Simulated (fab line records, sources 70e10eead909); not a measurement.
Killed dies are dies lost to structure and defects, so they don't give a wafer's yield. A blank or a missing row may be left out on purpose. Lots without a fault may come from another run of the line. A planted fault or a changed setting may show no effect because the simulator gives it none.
Which tool did it? | flow nand_harc | 11 lots, 31 wafers sampled, at 5 steps of a route of 1159

WHAT THE GAUGES READ, wafer by wafer
NHARC_END_SORT_01. Usual: defect_limited_yield 95.2 %, standard deviation 1.6; killed_at_array 29, standard deviation 11; killed_at_other 0.7, standard deviation 1.1; killed_at_periphery 3.1, standard deviation 2; killed_dies 33, standard deviation 11; killed_open 3.5, standard deviation 1.8; killed_short 2.0, standard deviation 1.4; sort_bin_2_pct 1.5 %, standard deviation 0.6; sort_bin_3_pct 0.24 %, standard deviation 0.19; sort_bin_4_pct 3.1 %, standard deviation 1.1; sort_n_pass 644, standard deviation 11; sort_rim_yield_pct 96.5 %, standard deviation 2.3; sort_yield_pct 95.2 %, standard deviation 1.6.
lot  | measured     | on        | defect_limited_yield (%) | killed_at_array | killed_at_other | killed_at_periphery | killed_dies | killed_open | killed_short | sort_bin_2_pct (%) | sort_bin_3_pct (%) | sort_bin_4_pct (%) | sort_n_pass | sort_rim_yield_pct (%) | sort_yield_pct (%) | flag
L752 | day 20 16:29 | prober-01 | 95.1 94.2 94.4           | 33 38 34        | 0 0 0           | 0 1 4               | 33 39 38    | 1 5 5       | 0 0 4        | 1.8 1.8 2.2        | 0.15 0.74 0.30     | 3.0 3.2 3.1        | 644 638 639 | 96.2 93.4 100.0        | 95.1 94.2 94.4     |
L754 | day 21 00:14 | prober-01 | 95.4 95.3 94.1           | 27 26 33        | 0 0 0           | 4 6 7               | 31 32 40    | 4 4 6       | 4 2 1        | 1.2 1.3 2.1        | 0.30 0.15 0.30     | 3.1 3.2 3.5        | 646 645 637 | 92.5 99.1 94.3         | 95.4 95.3 94.1     |
L759 | day 22 04:19 | prober-02 | 94.8 95.4 95.1           | 33 27 31        | 0 0 0           | 2 4 2               | 35 31 33    | 3 6 3       | 4 2 2        | 1.8 1.6 0.9        | 0 0.30 0.74        | 3.4 2.7 3.2        | 642 646 644 | 97.2 96.2 95.3         | 94.8 95.4 95.1     |
L763 | day 23 12:23 | prober-01 | 94.5 95.0 96.3           | 34 32 23        | 0 0 0           | 3 2 2               | 37 34 25    | 2 5 4       | 3 3 1        | 2.7 1.2 1.0        | 0.44 0.44 0        | 2.4 3.4 2.7        | 640 643 652 | 98.1 93.4 97.2         | 94.5 95.0 96.3     |

WHICH TOOL RAN EACH LOT (tool, then ch and the chambers of the sampled wafers, then the start)
lot  | NHARC_A_STAIRCASE_ETCH_169         | NHARC_A_STAIRCASE_ETCH_170                    | NHARC_A_STAIRCASE_TRIM_12          | NHARC_A_STAIRCASE_TRIM_18
L752 | rie_diel-02 ch 0,1,3, day 11 14:21 | rie_diel-02 ch 0,1, day 11 16:11 or earlier   | rie_diel-11 ch 0,2,3, day 11 16:11 | rie_diel-11 ch 2,3, day 20 16:29 or earlier
L749 | rie_diel-11 ch 2,3, day 11 18:05   | rie_diel-11 ch 0,3, day 11 19:55 or earlier   | rie_diel-11 ch 0,2,3, day 11 19:55 | rie_diel-11 ch 0,1, no start
L754 | rie_diel-02 ch 0,2,3, day 11 20:53 | rie_diel-02 ch 0,2, day 11 22:53 or earlier   | rie_diel-02 ch 0,2,3, day 11 22:53 | rie_diel-02 ch 1,2,3, day 21 00:14 or earlier
L755 | rie_diel-05 ch 0, day 12 18:07     | rie_diel-05 ch 1, day 12 19:59 or earlier     | rie_diel-11 ch 0, day 12 19:59     | rie_diel-11 ch 2, no start
L759 | rie_diel-02 ch 0,1,2, day 13 06:49 | rie_diel-02 ch 0,3, day 13 09:35 or earlier   | rie_diel-02 ch 0,1, day 13 09:35   | rie_diel-02 ch 0,1,2, day 22 04:19 or earlier
L763 | rie_diel-02 ch 2,3, day 14 10:55   | rie_diel-02 ch 0,1,2, day 14 12:53 or earlier | rie_diel-02 ch 2,3, day 14 12:53   | rie_diel-02 ch 1,3, day 23 12:23 or earlier
L764 | rie_diel-05 ch 0,1,2, day 14 22:00 | rie_diel-05 ch 2,3, day 14 23:52 or earlier   | rie_diel-05 ch 0,2, day 14 23:52   | rie_diel-05 ch 0,1,3, no start
L767 | rie_diel-02 ch 0,2, day 15 08:45   | rie_diel-02 ch 1,2, day 15 10:40 or earlier   | rie_diel-02 ch 0,2,3, day 15 10:40 | rie_diel-02 ch 0,1,2, no start
L768 | rie_diel-02 ch 1,2,3, day 15 09:36 | rie_diel-02 ch 0,2,3, day 15 11:25 or earlier | rie_diel-02 ch 0,1,2, day 15 11:25 | rie_diel-02 ch 0,2,3, no start
L769 | rie_diel-02 ch 0,1, day 15 15:39   | rie_diel-02 ch 0,1,3, day 15 17:34 or earlier | rie_diel-11 ch 0,1,2, day 15 17:34 | rie_diel-11 ch 1,2,3, no start
L771 | rie_diel-02 ch 1,2,3, day 16 21:40 | rie_diel-02 ch 1,2,3, day 16 23:21 or earlier | rie_diel-02 ch 2,3, day 16 23:21   | rie_diel-02 ch 2,3, no start
- NHARC_A_STAIRCASE_ETCH_169: etches the open film in CH3F/O2, target depth 50 nm, time 107.1 s.
- NHARC_A_STAIRCASE_ETCH_170: etches the open film in C4F6/O2, target depth 200 nm, time 66.667 s.
- NHARC_A_STAIRCASE_TRIM_12: chemistry O2, time 211.2 s.
- NHARC_A_STAIRCASE_TRIM_18: chemistry O2, time 211.2 s.

WHAT THE TOOLS THEMSELVES READ (means of the sampled wafers that have a number; where no wafer has one, the mark that the record gives instead)
NHARC_A_STAIRCASE_ETCH_169. Usual: drypump_motor_current_A 5.66 A, standard deviation 0.28; oes_product_au 0.951 a.u., standard deviation 0.019; rf_vpp_V 244.0 V, standard deviation 1.6; showerhead_plenum_p_Torr 2.43 Torr, standard deviation 0.1; throttle_valve_pct 20.663 %, standard deviation 0.0099.
lot  | tool        | drypump_motor_current_A (A) | oes_product_au (a.u.) | rf_vpp_V (V) | showerhead_plenum_p_Torr (Torr) | throttle_valve_pct (%) | flag
L752 | rie_diel-02 | 5.60                        | 0.966                 | 243.9        | 2.40                            | 20.660                 |
L749 | rie_diel-11 | 5.76                        | 0.945                 | 244.4        | 2.42                            | 20.664                 |
L754 | rie_diel-02 | 5.53                        | 0.939                 | 243.0        | 2.36                            | 20.664                 |
L755 | rie_diel-05 | 5.63                        | 0.918                 | 244.6        | 2.36                            | 20.673                 |
L759 | rie_diel-02 | 5.67                        | 0.938                 | 243.1        | 2.34                            | 20.660                 |
L763 | rie_diel-02 | 5.77                        | 0.940                 | 243.5        | 2.37                            | 20.648                 |
L764 | rie_diel-05 | 5.59                        | 0.958                 | 244.6        | 2.45                            | 20.664                 |
L767 | rie_diel-02 | 5.35                        | 0.984                 | 245.6        | 2.54                            | 20.656                 |
L768 | rie_diel-02 | 5.85                        | 0.949                 | 243.4        | 2.40                            | 20.655                 |
L769 | rie_diel-02 | 5.71                        | 0.940                 | 244.9        | 2.50                            | 20.668                 |
L771 | rie_diel-02 | 5.83                        | 0.967                 | 242.5        | 2.40                            | 20.671                 |

NHARC_A_STAIRCASE_ETCH_170. Usual: drypump_motor_current_A 5.67 A, standard deviation 0.3; oes_product_au 0.972 a.u., standard deviation 0.017; rf_vpp_V 546 V, standard deviation 3.3; showerhead_plenum_p_Torr 3.87 Torr, standard deviation 0.15; throttle_valve_pct 26.903 %, standard deviation 0.0086.
lot  | tool        | drypump_motor_current_A (A) | oes_product_au (a.u.) | rf_vpp_V (V) | showerhead_plenum_p_Torr (Torr) | throttle_valve_pct (%) | flag
L752 | rie_diel-02 | 5.72                        | 0.977                 | 545          | 3.81                            | 26.906                 |
L749 | rie_diel-11 | 5.90                        | 0.978                 | 546          | 3.87                            | 26.896                 |
L754 | rie_diel-02 | 5.35                        | 0.950                 | 542          | 3.68                            | 26.900                 |
L755 | rie_diel-05 | 5.71                        | 0.971                 | 549          | 4.01                            | 26.906                 |
L759 | rie_diel-02 | 5.30                        | 0.972                 | 544          | 3.75                            | 26.905                 |
L763 | rie_diel-02 | 5.66                        | 0.980                 | 542          | 3.74                            | 26.901                 |
L764 | rie_diel-05 | 5.51                        | 0.948                 | 547          | 4.00                            | 26.909                 |
L767 | rie_diel-02 | 5.96                        | 0.986                 | 545          | 3.81                            | 26.893                 |
L768 | rie_diel-02 | 5.52                        | 0.982                 | 548          | 3.95                            | 26.899                 |
L769 | rie_diel-02 | 5.58                        | 0.978                 | 549          | 4.01                            | 26.901                 |
L771 | rie_diel-02 | 5.84                        | 0.984                 | 545          | 3.83                            | 26.896                 |

NHARC_A_STAIRCASE_TRIM_12. Usual: drypump_motor_current_A 5.68 A, standard deviation 0.28; oes_product_au 1.000 a.u., standard deviation 0.01; rf_vpp_V 57.6 V, standard deviation 0.81; showerhead_plenum_p_Torr 3.48 Torr, standard deviation 0.14; throttle_valve_pct 17.036 %, standard deviation 0.0087.
lot  | tool        | drypump_motor_current_A (A) | oes_product_au (a.u.) | rf_vpp_V (V) | showerhead_plenum_p_Torr (Torr) | throttle_valve_pct (%) | flag
L752 | rie_diel-11 | 5.82                        | 1.001                 | 56.8         | 3.48                            | 17.038                 |
L749 | rie_diel-11 | 5.82                        | 1.003                 | 57.7         | 3.47                            | 17.034                 |
L754 | rie_diel-02 | 5.54                        | 1.005                 | 56.2         | 3.39                            | 17.034                 |
L755 | rie_diel-11 | 6.13                        | 1.219                 | 59.0         | 3.38                            | 17.028                 | OFF
L759 | rie_diel-02 | 5.42                        | 1.006                 | 57.6         | 3.35                            | 17.034                 |
L763 | rie_diel-02 | 5.71                        | 1.014                 | 57.4         | 3.47                            | 17.034                 |
L764 | rie_diel-05 | 5.56                        | 0.995                 | 57.4         | 3.44                            | 17.034                 |
L767 | rie_diel-02 | 5.53                        | 1.018                 | 57.3         | 3.56                            | 17.029                 |
L768 | rie_diel-02 | 5.67                        | 1.003                 | 57.7         | 3.53                            | 17.034                 |
L769 | rie_diel-11 | 5.92                        | 0.994                 | 58.3         | 3.34                            | 17.045                 |
L771 | rie_diel-02 | 5.80                        | 1.005                 | 57.3         | 3.39                            | 17.030                 |

NHARC_A_STAIRCASE_TRIM_18. Usual: drypump_motor_current_A 5.69 A, standard deviation 0.27; oes_product_au 1.001 a.u., standard deviation 0.011; rf_vpp_V 57.7 V, standard deviation 0.85; showerhead_plenum_p_Torr 3.47 Torr, standard deviation 0.14; throttle_valve_pct 17.036 %, standard deviation 0.0095.
lot  | tool        | drypump_motor_current_A (A) | oes_product_au (a.u.) | rf_vpp_V (V) | showerhead_plenum_p_Torr (Torr) | throttle_valve_pct (%) | flag
L752 | rie_diel-11 | 5.59                        | 0.998                 | 57.0         | 3.57                            | 17.039                 |
L749 | rie_diel-11 | 5.95                        | 1.008                 | 57.5         | 3.36                            | 17.037                 |
L754 | rie_diel-02 | 5.83                        | 1.011                 | 56.1         | 3.46                            | 17.030                 |
L755 | rie_diel-11 | 5.98                        | 1.006                 | 56.4         | 3.37                            | 17.040                 |
L759 | rie_diel-02 | 5.65                        | 1.019                 | 57.7         | 3.36                            | 17.035                 |
L763 | rie_diel-02 | 5.80                        | 1.019                 | 57.1         | 3.53                            | 17.034                 |
L764 | rie_diel-05 | 5.62                        | 1.000                 | 57.8         | 3.54                            | 17.030                 |
L767 | rie_diel-02 | 5.65                        | 1.012                 | 58.5         | 3.53                            | 17.032                 |
L768 | rie_diel-02 | 5.54                        | 1.006                 | 57.0         | 3.56                            | 17.039                 |
L769 | rie_diel-11 | 5.67                        | 0.999                 | 57.5         | 3.44                            | 17.038                 |
L771 | rie_diel-02 | 5.74                        | 1.004                 | 57.3         | 3.46                            | 17.042                 |

THE ANSWER, worked out from the rows above alone
Rule: a lot is off if the mean of its wafers that have a number lies more than 3 standard deviations from the usual mean. A lot without any number at a reading at which 4 lots or more have one is off too. The other lots that the step has rows for count as sound. The gauges are gone through in route order, then the tools' own readings, and for those a lot's mean is taken as printed above. The first step at which some lot is off is used, and at that step the reading that is off furthest; a lot without a number counts as furthest.
Off: L755, at NHARC_A_STAIRCASE_TRIM_12 (oes_product_au).
A tool fits if, at that step or a process step before it, it ran every lot that is off, and no sound lot after the first of them. NHARC_A_STAIRCASE_ETCH_170 gives no start for some lots, so the hours and the order of its lots are those of NHARC_A_STAIRCASE_TRIM_12. None of those tried fits.

WHAT THE SIMULATOR HAD PUT IN
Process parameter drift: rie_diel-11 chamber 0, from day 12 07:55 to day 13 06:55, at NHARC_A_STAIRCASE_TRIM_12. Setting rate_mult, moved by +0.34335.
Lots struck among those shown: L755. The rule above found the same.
